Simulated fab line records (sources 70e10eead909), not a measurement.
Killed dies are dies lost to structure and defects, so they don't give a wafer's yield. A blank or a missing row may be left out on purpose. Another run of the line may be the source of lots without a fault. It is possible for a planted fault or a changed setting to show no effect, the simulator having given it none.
fab line records	flow nandHarc
[record] lots = 7	wafers = 20	lastDay = 32
route steps=1302 shown A_M0@1139 END@1302
lots untouched by any fault: they come from a run of this same line in which no faults occurred
startH: the number of hours between the record's first day and the start of the first shown wafer of the lot	waitH: hours from the lot's prior step to this one	" as in the row above	L1.1+2: a single row standing in for several wafers	- no value, or no start given	* or withheld: withheld	< > ~ a bound
route shown NAME@n: NAME is a module with steps in the file, n the number in the route of the first one	usual: the fault-free wafers' mean and standard deviation	same: alike in all rows	chamber/n: place in a boat	sites: per-site readings	_std_site: how widely they spread, as a standard deviation	_edge_site: outer sites' mean less inner sites'	radiusMm: how far each site lies from the wafer's centre	mask NAME#n: copy n	behind: the last tool/chamber to shape the wafer	hold: what put the lot on hold/how long, in hours/how the hold closed	device: the transistor (n, p or np) that didn't switch	end of line: tests run on the same wafers once the route is complete	for a step that has no rows: nothing shown but its recipe	killed: dies that structure and defects cost at the first sort, which is not the same as the wafer's yield	map: a wafer's dies, marking killed ones x, the rest . and places with no die _
set.NAME: the setting that was run; set.NAME@STEP: the one run at that earlier step	model.NAME: the simulator's own value behind a step, which no gauge read
a table for each step, a row for each wafer; lots at some steps of the route
services: a tool's chamber out of use, with start hour (startH, from the record's first day; less than 0 if before it), hours out, and reason
[[steps]]
[step NHARC_A_M0_HMDS_02]
[recipe] timeS = 30
[step NHARC_A_M0_COAT_33]
[recipe] tempC = 200	timeS = 65
[step NHARC_A_M0_COAT_03]
[recipe] spinRpm = 1500	resistThkNm = 90
[step NHARC_A_M0_SOFTBAKE_04]
[recipe] tempC = 105	timeS = 55
[step NHARC_A_M0_EBR_05]
[step NHARC_A_M0_EXPOSE_06]
[recipe] na = 1.35	targetCdNm = 80	doseMj = 83.25	maskId = A_M0
[step NHARC_A_M0_PEB_07]
[recipe] pebTempC = 100	pebTimeS = 65
[step NHARC_A_M0_DEVELOP_08]
[recipe] developTimeS = 35	devTempC = 23
[step NHARC_A_M0_CD_MEAS_09]
[recipe] targetCdNm = 80	landingEnergyEv = 500
[usual] cdNm = 79.8/0.84
[same] landingEnergyEv = 500
lot.wafer	tool	chamber	startH	waitH	cdNm
L233.2	cdSem-01	0	553.30	-	80.5
L233.3	"	0	"	"	79.9
L233.6	"	0	"	"	80.2
L234.1	cdSem-01	0	562.35	-	79.0
L234.2	"	0	"	"	77.8
L234.4	"	0	"	"	78.2
L242.5	cdSem-03	0	641.49	-	79.9
L242.6	"	0	"	"	79.9
L241.2	cdSem-03	0	659.68	-	79.4
L241.3	"	0	"	"	79.6
L241.5	"	0	"	"	79.0
L244.1	cdSem-02	0	660.73	-	79.8
L244.4	"	0	"	"	80.5
L244.5	"	0	"	"	79.7
L249.2	cdSem-01	0	702.86	-	79.4
L249.3	"	0	"	"	79.3
L249.6	"	0	"	"	78.2
L250.1	cdSem-01	0	722.95	-	79.7
L250.2	"	0	"	"	80.1
L250.3	"	0	"	"	80.6
[step NHARC_A_M0_OVL_MEAS_10]
[recipe] pitchNm = 160
[usual] overlayXNm = 0.0/0.89	overlayYNm = -0.1/0.65
lot.wafer	tool	chamber	startH	waitH	overlayXNm	overlayYNm
L233.2	overlay-02	-	553.38	-	-0.1	-0.4
L233.3	"	-	"	"	-0.2	-0.3
L233.6	"	-	"	"	-0.5	-0.4
L234.1	overlay-02	-	562.43	-	0.4	-1.4
L234.2	"	-	"	"	-0.2	-1.3
L234.4	"	-	"	"	0.2	-1.8
L242.5	overlay-02	-	641.57	-	-0.9	0.1
L242.6	"	-	"	"	-0.3	-0.8
L241.2	overlay-01	-	659.76	-	0.7	0.3
L241.3	"	-	"	"	0.5	-0.1
L241.5	"	-	"	"	0.0	-0.3
L244.1	overlay-02	-	660.82	-	0.2	0.2
L244.4	"	-	"	"	0.0	0.7
L244.5	"	-	"	"	0.0	0.7
L249.2	overlay-01	-	702.95	-	1.0	-0.7
L249.3	"	-	"	"	1.6	-0.5
L249.6	"	-	"	"	1.6	-0.1
L250.1	overlay-02	-	723.04	-	0.1	0.6
L250.2	"	-	"	"	0.5	0.9
L250.3	"	-	"	"	0.8	0.1
[step NHARC_A_M0_INSPECT_11]
[usual] rawDefectCount = 82/37
lot.wafer	tool	chamber	startH	waitH	rawDefectCount
L233.2	defectInspect-02	-	553.42	0.0	69
L233.3	"	-	"	"	82
L233.6	"	-	"	"	69
L234.1	defectInspect-01	-	562.47	0.0	61
L234.2	"	-	"	"	50
L234.4	"	-	"	"	73
L242.5	defectInspect-01	-	641.61	0.0	76
L242.6	"	-	"	"	74
L241.2	defectInspect-02	-	659.80	0.0	140
L241.3	"	-	"	"	172
L241.5	"	-	"	"	156
L244.1	defectInspect-01	-	660.86	0.0	24
L244.4	"	-	"	"	28
L244.5	"	-	"	"	36
L249.2	defectInspect-02	-	702.98	0.0	122
L249.3	"	-	"	"	117
L249.6	"	-	"	"	131
L250.1	defectInspect-01	-	723.08	0.0	29
L250.2	"	-	"	"	29
L250.3	"	-	"	"	24
[step NHARC_A_M0_DESCUM_14]
[recipe] timeS = 3	o2FlowSccm = 200	arFlowSccm = 0	biasPowerW = 0	chemistry = O2
[usual] drypumpMotorCurrentA = 5.9/0.35	oesProductAu = 1.001/0.011	rfVppV = 57.8/0.79	showerheadPlenumPTorr = 1.92/0.076	throttleValvePct = 11.310/0.0089
lot.wafer	tool	chamber	startH	waitH	drypumpMotorCurrentA	oesProductAu	rfHoursCounterH	rfVppV	showerheadPlenumPTorr	throttleValvePct
L233.3	rieDiel-04	2	553.48	0.1	5.9	1.002	0.1	57.6	1.84	11.313
L233.2	"	3	"	"	5.4	0.996	0.1	56.6	1.92	11.312
L233.6	"	3	"	"	5.4	0.997	-	57.6	1.92	11.311
L234.1	rieDiel-09	2	562.53	0.1	5.8	1.001	4.0	58.8	1.88	11.303
L234.2	"	3	"	"	6.0	0.994	4.2	58.7	2.00	11.302
L234.4	"	2	"	"	5.8	1.003	-	57.8	1.88	11.307
L242.5	rieDiel-04	2	641.71	0.1	5.9	1.014	-	58.2	1.84	11.308
L242.6	"	3	"	"	5.4	1.004	-	58.4	1.92	11.315
L241.2	rieDiel-04	3	659.86	0.1	5.5	1.000	6.4	56.5	1.92	11.320
L241.3	"	1	"	"	6.0	1.011	5.4	57.8	2.05	11.314
L241.5	"	0	"	"	5.4	1.004	-	57.6	1.91	11.319
L244.1	rieDiel-04	1	660.92	0.1	6.0	1.008	5.5	57.3	2.05	11.306
L244.4	"	0	"	"	5.4	1.007	5.3	57.2	1.91	11.310
L244.5	"	1	"	"	6.0	1.012	-	57.8	2.05	11.303
L249.3	rieDiel-02	2	703.05	0.1	6.0	1.007	6.1	56.9	1.83	11.299
L249.2	"	0	"	"	6.1	0.974	6.2	56.6	1.96	11.292
L249.6	"	1	"	"	5.9	1.004	-	58.3	1.88	11.319
L250.3	rieDiel-02	0	723.14	0.1	6.2	0.970	6.8	57.4	1.96	11.306
L250.2	"	1	"	"	5.9	0.996	6.2	57.4	1.88	11.313
L250.1	"	3	"	"	6.4	1.017	5.8	59.3	2.03	11.317
[step NHARC_A_M0_ETCH_34]
[recipe] targetDepthA = 400	overetchA = 120	timeS = 43.94	ionEnergyEv = 200	n2FlowSccm = 150	h2FlowSccm = 150	arFlowSccm = 0	rfW = 400	biasW = 150	chemistry = N2/H2
[usual] drypumpMotorCurrentA = 5.9/0.34	n2FlowSccm = 150.0/0.46	oesProductAu = 1.000/0.011	rfVppV = 430.9/2.4	runLengthS = 65.4/0.41	showerheadPlenumPTorr = 2.06/0.086	throttleValvePct = 14.171/0.0094
lot.wafer	tool	chamber	startH	waitH	drypumpMotorCurrentA	n2FlowSccm	oesProductAu	rfHoursCounterH	rfVppV	runLengthS	showerheadPlenumPTorr	throttleValvePct
L233.2	rieDiel-04	0	553.58	0.1	5.4	150.3	0.995	0.1	430.5	66.1	2.03	14.166
L233.3	"	1	"	"	6.0	150.1	1.009	0.2	434.2	65.6	2.19	14.188
L233.6	"	2	"	"	5.9	150.0	0.987	-	428.0	65.7	1.96	14.171
L234.2	rieDiel-09	1	562.63	0.1	6.7	149.7	1.003	4.2	429.7	65.3	1.98	14.142
L234.1	"	2	"	"	5.8	149.5	0.998	4.0	429.9	65.3	2.00	14.163
L234.4	"	3	"	"	6.0	149.8	0.996	-	433.5	65.6	2.14	14.160
L242.5	rieDiel-04	3	641.78	0.1	5.4	150.0	0.998	-	431.5	53.8	2.04	14.164
L242.6	"	0	"	"	5.4	150.1	0.997	-	429.7	66.0	2.03	14.174
L241.2	rieDiel-04	0	659.94	0.1	5.4	149.9	1.002	5.2	430.2	66.6	2.03	14.170
L241.3	"	3	"	"	5.4	150.4	0.996	6.4	429.7	65.9	2.04	14.183
L241.5	"	1	"	"	6.0	149.4	1.018	-	434.4	53.6	2.19	14.157
L244.1	rieDiel-04	3	661.01	0.1	5.4	150.3	1.000	6.4	429.6	65.6	2.04	14.168
L244.4	"	0	"	"	5.4	150.4	1.005	5.3	429.3	54.4	2.03	14.170
L244.5	"	2	"	"	5.8	149.6	1.011	-	428.2	52.8	1.96	14.150
L249.2	rieDiel-02	0	703.13	0.1	6.2	150.4	0.978	6.2	432.4	65.7	2.09	14.160
L249.3	"	1	"	"	5.9	150.3	1.000	5.8	428.5	65.4	2.00	14.177
L249.6	"	3	"	"	6.5	150.0	1.011	-	435.0	64.7	2.17	14.164
L250.3	rieDiel-02	2	723.23	0.1	6.0	149.7	1.017	6.5	428.7	65.1	1.94	14.153
L250.2	"	3	"	"	6.4	149.7	1.015	5.8	434.0	64.8	2.17	14.172
L250.1	"	0	"	"	6.1	150.0	0.971	6.8	433.0	65.4	2.09	14.176
[step NHARC_A_M0_ETCH_15]
[recipe] targetDepthA = 1500	overetchA = 150	timeS = 82.5	c4f8FlowSccm = withheld	arFlowSccm = 400	rfW = 600	biasW = 300	chemistry = C4F8/Ar
[usual] oesProductAu = 0.950/0.025	rfVppV = 441.6/2.4	runLengthS = 104.0/0.42
lot.wafer	tool	chamber	startH	waitH	oesProductAu	rfHoursCounterH	rfVppV	runLengthS
L233.2	rieDiel-04	0	-	-	0.974	0.1	442.0	104.8
L233.3	"	1	"	"	0.981	0.2	446.1	104.2
L233.6	"	3	"	"	0.957	-	439.3	104.6
L234.1	rieDiel-09	1	-	-	0.963	4.3	439.2	103.4
L234.2	"	2	"	"	0.962	4.0	440.0	103.4
L234.4	"	3	"	"	0.973	-	444.7	103.9
L242.6	rieDiel-04	1	-	-	0.925	-	446.2	104.9
L242.5	"	2	"	"	0.925	-	439.0	103.7
L241.2	rieDiel-04	2	-	-	0.990	7.0	440.4	103.8
L241.3	"	3	"	"	0.958	6.4	440.8	104.2
L241.5	"	0	"	"	0.961	-	441.0	104.5
L244.1	rieDiel-04	0	-	-	0.924	5.3	438.9	104.5
L244.4	"	3	"	"	0.922	6.4	438.8	103.9
L244.5	"	1	"	"	0.932	-	443.9	104.1
L249.2	rieDiel-02	1	-	-	0.927	5.8	440.4	103.9
L249.3	"	2	"	"	0.927	6.1	438.7	103.8
L249.6	"	0	"	"	0.924	-	441.3	104.1
L250.3	rieDiel-02	0	-	-	0.901	6.8	442.6	104.5
L250.1	"	1	"	"	0.919	6.3	440.6	103.6
L250.2	"	2	"	"	0.924	6.5	437.7	103.8
[step NHARC_END_SORT_01]
[recipe] tempC = 25
[usual] defectLimitedYield = 91.0/2.8	killedAtArray = 56/18	killedAtOther = 1.4/1.5	killedAtPeriphery = 4/3.1	killedDies = 61/19	killedOpen = 3.5/1.8	killedShort = 2.4/1.4
[same] grossDies = 677
lot.wafer	tool	chamber	startH	waitH	defectLimitedYield[%]	killedAtArray	killedAtOther	killedAtPeriphery	killedDies	killedOpen	killedShort
L233.2	prober-01	0	593.74	2.8	91.4	54	2	2	58	4	2
L233.3	prober-01	0	594.53	3.1	91.3	52	2	5	59	5	2
L233.6	prober-01	0	596.91	4.0	90.5	57	3	4	64	3	2
L234.1	prober-01	0	606.89	2.5	92.5	44	2	5	51	6	2
L234.2	prober-01	0	607.68	2.8	93.2	44	0	2	46	4	2
L234.4	prober-01	0	609.26	3.4	92.2	49	1	3	53	2	1
L242.5	prober-02	0	687.49	3.7	90.7	57	1	5	63	4	4
L242.6	prober-02	0	688.29	4.0	90.3	52	3	11	66	5	3
L244.1	prober-02	0	701.14	2.5	95.9	27	0	1	28	3	3
L244.4	prober-02	0	703.53	3.4	94.5	30	4	3	37	3	3
L244.5	prober-02	0	704.32	3.7	95.4	29	1	1	31	1	0
L249.2	prober-02	0	739.41	2.8	91.1	59	1	0	60	3	0
L249.3	prober-02	0	740.20	3.1	88.8	73	2	1	76	5	2
L249.6	prober-02	0	742.57	4.0	87.0	86	0	2	88	5	1
// killed by level:class
L233.2 A_CHANNEL_HOLE_D2:chamberFilmFlake=35 A_SGD_CUT:chamberFilmFlake=4 A_CHANNEL_HOLE_D1:chamberFilmFlake=3 A_DECK1_JOINT:chamberFilmFlake=3 A_WL_FILL:geometricParticle:short=2 A_M0:geometricParticle:open=2 THIN_TSV:chamberFilmFlake=2 A_DECK1_JOINT:geometricParticle:open=1
L233.3 A_CHANNEL_HOLE_D2:chamberFilmFlake=35 A_CONTACT:chamberFilmFlake=3 P_M2:chamberFilmFlake=3 A_STAIRCASE:chamberFilmFlake=3 THIN_TSV:chamberFilmFlake=2 P_CONTACT:geometricParticle:open=1 P_M0:geometricParticle:open=1 A_ONON_D1:geometricParticle:open=1
L233.6 A_CHANNEL_HOLE_D2:chamberFilmFlake=39 A_CONTACT:chamberFilmFlake=4 P_M2:chamberFilmFlake=3 THIN_TSV:chamberFilmFlake=3 A_CHANNEL_HOLE_D1:chamberFilmFlake=2 A_CHANNEL_FILL_D2:chamberFilmFlake=2 A_BONDPAD:chamberFilmFlake=2 P_M0:geometricParticle:open=1
L234.1 A_SLIT:chamberFilmFlake=26 A_CHANNEL_HOLE_D2:chamberFilmFlake=10 P_CONTACT:geometricParticle:open=2 A_CHANNEL_FILL_D1:geometricParticle:open=2 P_ZERO_WELL:chamberFilmFlake=2 A_CHANNEL_FILL_D2:chamberFilmFlake=2 P_M0:geometricParticle:short=1 A_WL_FILL:geometricParticle:open=1
L234.2 A_SLIT:chamberFilmFlake=19 A_CHANNEL_HOLE_D2:chamberFilmFlake=10 A_M1:chamberFilmFlake=4 A_STAIRCASE:chamberFilmFlake=3 A_CHANNEL_FILL_D2:geometricParticle:open=2 A_CHANNEL_FILL_D2:chamberFilmFlake=2 P_M0:geometricParticle:short=1 A_WL_FILL:geometricParticle:short=1
L234.4 A_SLIT:chamberFilmFlake=21 A_CHANNEL_HOLE_D2:chamberFilmFlake=12 A_CONTACT:chamberFilmFlake=3 P_ZERO_WELL:chamberFilmFlake=2 A_CHANNEL_HOLE_D1:chamberFilmFlake=2 A_STAIRCASE:chamberFilmFlake=2 A_WL_FILL:chamberFilmFlake=2 A_CHANNEL_HOLE_D1:geometricParticle:short=1
L242.5 A_SLIT:chamberFilmFlake=27 A_STAIRCASE:chamberFilmFlake=9 A_CHANNEL_HOLE_D1:chamberFilmFlake=8 A_CONTACT:chamberFilmFlake=4 P_GATE:chamberFilmFlake=3 A_CHANNEL_FILL_D2:geometricParticle:short=2 P_BONDPAD:chamberFilmFlake=2 A_DECK1_JOINT:geometricParticle:open=1
L242.6 A_SLIT:chamberFilmFlake=30 P_BONDPAD:chamberFilmFlake=7 A_STAIRCASE:chamberFilmFlake=3 A_CONTACT:chamberFilmFlake=3 THIN_TSV:chamberFilmFlake=3 A_ONON_D2:geometricParticle:short=2 P_GATE:chamberFilmFlake=2 A_ZERO_WELL:chamberFilmFlake=2
L244.1 A_CHANNEL_HOLE_D1:chamberFilmFlake=12 A_CONTACT:chamberFilmFlake=3 A_ONON_D2:geometricParticle:short=2 A_CHANNEL_HOLE_D2:chamberFilmFlake=2 A_SLIT:chamberFilmFlake=2 A_WL_FILL:geometricParticle:short=1 A_WL_FILL:geometricParticle:open=1 A_CONTACT:geometricParticle:open=1
L244.4 A_CHANNEL_HOLE_D1:chamberFilmFlake=14 A_CONTACT:chamberFilmFlake=8 THIN_TSV:chamberFilmFlake=3 A_WL_FILL:chamberFilmFlake=2 P_CONTACT:geometricParticle:open=1 P_M2:geometricParticle:open=1 A_ONON_D1:geometricParticle:open=1 A_CHANNEL_FILL_D1:geometricParticle:short=1
L244.5 A_CHANNEL_HOLE_D1:chamberFilmFlake=14 A_CONTACT:chamberFilmFlake=5 A_CHANNEL_FILL_D1:chamberFilmFlake=3 A_ZERO_WELL:chamberFilmFlake=2 A_SLIT:chamberFilmFlake=2 A_ONON_D2:geometricParticle:open=1 P_CONTACT:chamberFilmFlake=1 A_STAIRCASE:chamberFilmFlake=1
L249.2 A_CHANNEL_HOLE_D1:chamberFilmFlake=30 A_SLIT:chamberFilmFlake=18 A_CONTACT:chamberFilmFlake=5 A_WL_FILL:geometricParticle:open=2 A_CHANNEL_FILL_D1:chamberFilmFlake=2 A_CHANNEL_FILL_D2:geometricParticle:open=1 A_DECK1_JOINT:chamberFilmFlake=1 THIN_TSV:chamberFilmFlake=1
L249.3 A_CHANNEL_HOLE_D1:chamberFilmFlake=37 A_SLIT:chamberFilmFlake=26 A_CHANNEL_FILL_D2:chamberFilmFlake=2 P_CONTACT:geometricParticle:open=1 A_CHANNEL_HOLE_D2:geometricParticle:open=1 A_CHANNEL_FILL_D2:geometricParticle:open=1 A_CHANNEL_FILL_D2:geometricParticle:short=1 A_CONTACT:geometricParticle:open=1
L249.6 A_SLIT:chamberFilmFlake=39 A_CHANNEL_HOLE_D1:chamberFilmFlake=31 A_CONTACT:chamberFilmFlake=8 P_M1:geometricParticle:open=1 A_ONON_D1:geometricParticle:open=1 A_ONON_D2:geometricParticle:open=1 A_SGD_CUT:geometricParticle:short=1 A_BLC:geometricParticle:open=1
[[services]]
tool	chamber	startH	hours	kind
rieDiel-04	-	531.90	9.0	pm
rieDiel-04	0	531.90	9.0	ventCycle
rieDiel-04	1	531.90	9.0	ventCycle
rieDiel-04	2	531.90	9.0	ventCycle
rieDiel-04	3	531.90	9.0	ventCycle
rieDiel-09	3	537.15	5.0	repair
rieDiel-04	0	540.90	-	clean
rieDiel-04	1	540.90	-	clean
rieDiel-04	2	540.90	-	clean
rieDiel-04	3	540.90	-	clean
rieDiel-09	0	560.00	4.3	repair
rieDiel-04	3	564.06	14.1	repair
rieDiel-04	0	565.40	-	clean
rieDiel-04	1	565.40	-	clean
rieDiel-04	2	565.40	-	clean
rieDiel-02	-	570.70	9.0	pm
rieDiel-04	0	589.90	-	clean
rieDiel-04	1	589.90	-	clean
rieDiel-09	1	619.79	44.7	repair
rieDiel-09	-	674.74	9.0	pm
rieDiel-02	1	675.58	3.3	repair
rieDiel-02	3	680.60	6.8	repair
rieDiel-04	0	703.66	10.1	repair
rieDiel-04	-	709.61	9.0	pm
[[key]]
[firstSign] step = NHARC_A_M0_ETCH_34	reading = runLengthS	direction = down	sigmas = 28	usual = *	struck = *
effect none on later readings
metAt NHARC_A_M0_ETCH_34
struckWafers L241.5,L242.5,L244.4,L244.5
onsetBetween 553.58 641.78
[fault] kind = processParameterDrift	tool = rieDiel-04	chamber = -	onsetH = 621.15	steps = NHARC_A_M0_ETCH_34	channel = timeS	offset = *	shape = step	endH = 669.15	scope = struckWafersOnly	actsIn = *	stated = *
